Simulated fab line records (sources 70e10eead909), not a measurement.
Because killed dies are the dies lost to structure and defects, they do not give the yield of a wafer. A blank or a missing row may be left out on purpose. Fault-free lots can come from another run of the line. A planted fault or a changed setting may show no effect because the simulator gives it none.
Which tool did it? || flow nand_harc || 6 lots with 18 wafers sampled at 5 steps, on a route of 1159 steps

WHAT EACH GAUGE READ, for each wafer
NHARC_END_SORT_01.
{"lot": "L802", "measured": "day 20 05:04", "on": "prober-02", "killed_at_periphery": "4 8 4"}
{"lot": "L805", "measured": "day 21 03:53", "on": "prober-02", "killed_at_periphery": "3 0 2"}
{"lot": "L806", "measured": "day 21 11:39", "on": "prober-02", "killed_at_periphery": "1 4 2"}
{"lot": "L814", "measured": "day 23 04:22", "on": "prober-01", "killed_at_periphery": "83 10 11"}
{"lot": "L817", "measured": "day 23 12:20", "on": "prober-01", "killed_at_periphery": "2 2 5"}
{"lot": "L819", "measured": "day 24 21:12", "on": "prober-01", "killed_at_periphery": "8 4 8"}

WHICH TOOL RAN EACH LOT (tool, then ch and the chambers of the sampled wafers, then the start)
{"lot": "L802", "NHARC_P_BONDPAD_PVD_17": "pvd_sputter-01, day 7 10:01", "NHARC_THIN_TSV_CMP_01": "cmp-02 ch 0,2, day 19 12:21", "NHARC_THIN_TSV_DEP_43": "pecvd-02 ch 0,1, day 19 12:52", "NHARC_THIN_TSV_CMP_21": "cmp-01 ch 1,2, day 19 18:11"}
{"lot": "L805", "NHARC_P_BONDPAD_PVD_17": "pvd_sputter-02, day 7 22:29", "NHARC_THIN_TSV_CMP_01": "cmp-03 ch 0,1,3, day 20 14:14", "NHARC_THIN_TSV_DEP_43": "pecvd-02 ch 0,2, day 20 14:41", "NHARC_THIN_TSV_CMP_21": "cmp-03 ch 1,2,3, day 20 19:56"}
{"lot": "L806", "NHARC_P_BONDPAD_PVD_17": "pvd_sputter-03, day 8 14:29", "NHARC_THIN_TSV_CMP_01": "cmp-01 ch 1,2, day 20 15:25", "NHARC_THIN_TSV_DEP_43": "pecvd-04 ch 1,2, day 20 15:55", "NHARC_THIN_TSV_CMP_21": "cmp-02 ch 0,1,2, day 20 21:24"}
{"lot": "L814", "NHARC_P_BONDPAD_PVD_17": "pvd_sputter-03, day 10 15:09", "NHARC_THIN_TSV_CMP_01": "cmp-01 ch 1,2, day 22 12:11", "NHARC_THIN_TSV_DEP_43": "pecvd-01 ch 0,1,2, day 22 12:41", "NHARC_THIN_TSV_CMP_21": "cmp-01 ch 0,3, day 22 17:47"}
{"lot": "L817", "NHARC_P_BONDPAD_PVD_17": "pvd_sputter-02, day 10 20:46", "NHARC_THIN_TSV_CMP_01": "cmp-03 ch 1,2, day 22 20:14", "NHARC_THIN_TSV_DEP_43": "pecvd-04 ch 1,2, day 22 20:51", "NHARC_THIN_TSV_CMP_21": "cmp-03 ch 1,2, day 23 01:59"}
{"lot": "L819", "NHARC_P_BONDPAD_PVD_17": "pvd_sputter-02, day 11 19:48", "NHARC_THIN_TSV_CMP_01": "cmp-02 ch 0,2,3, day 24 05:06", "NHARC_THIN_TSV_DEP_43": "pecvd-01 ch 1,2, day 24 05:37", "NHARC_THIN_TSV_CMP_21": "cmp-03 ch 0,1,3, day 24 10:56"}
- NHARC_P_BONDPAD_PVD_17: deposits TaN, target thk 5 nm, time 8.06 s.
- NHARC_THIN_TSV_CMP_01: polishes.
- NHARC_THIN_TSV_DEP_43: deposits SiO2, target thk 1328.5 nm.
- NHARC_THIN_TSV_CMP_21: polishes, t overpolish 30 s, target thk 2000 nm.

THE ANSWER, worked out from the rows above alone
Rule: what is usual is taken from the lots themselves. Put in order of their means at a reading, lots are off if they are a third of the lots or fewer, leave a main group of 4 or more, and stand apart from it by a gap of 3 or more times the standard deviation of the main group's means; of several such gaps the widest counts. The tables above print the reading to a certain number of digits; a main group whose means all agree to those digits is not used. Also off: a lot with no number at a reading for which 4 or more lots have one. Any other lot the step has rows for is counted as sound.
Off: L814 (NHARC_END_SORT_01, killed_at_periphery). For the main group the mean is 3.8 and the standard deviation 1.9.
If a tool, at a process step before that reading, ran all the lots that are off and no sound lot after the first of them, it fits. Those tools and the gauges at NHARC_END_SORT_01 are tried in the same way. Can't be told from this: 2 tools fit, pvd_sputter-03 at NHARC_P_BONDPAD_PVD_17, cmp-01 at NHARC_THIN_TSV_CMP_01 and NHARC_THIN_TSV_CMP_21.

WHAT HAD BEEN PUT IN BY THE SIMULATOR
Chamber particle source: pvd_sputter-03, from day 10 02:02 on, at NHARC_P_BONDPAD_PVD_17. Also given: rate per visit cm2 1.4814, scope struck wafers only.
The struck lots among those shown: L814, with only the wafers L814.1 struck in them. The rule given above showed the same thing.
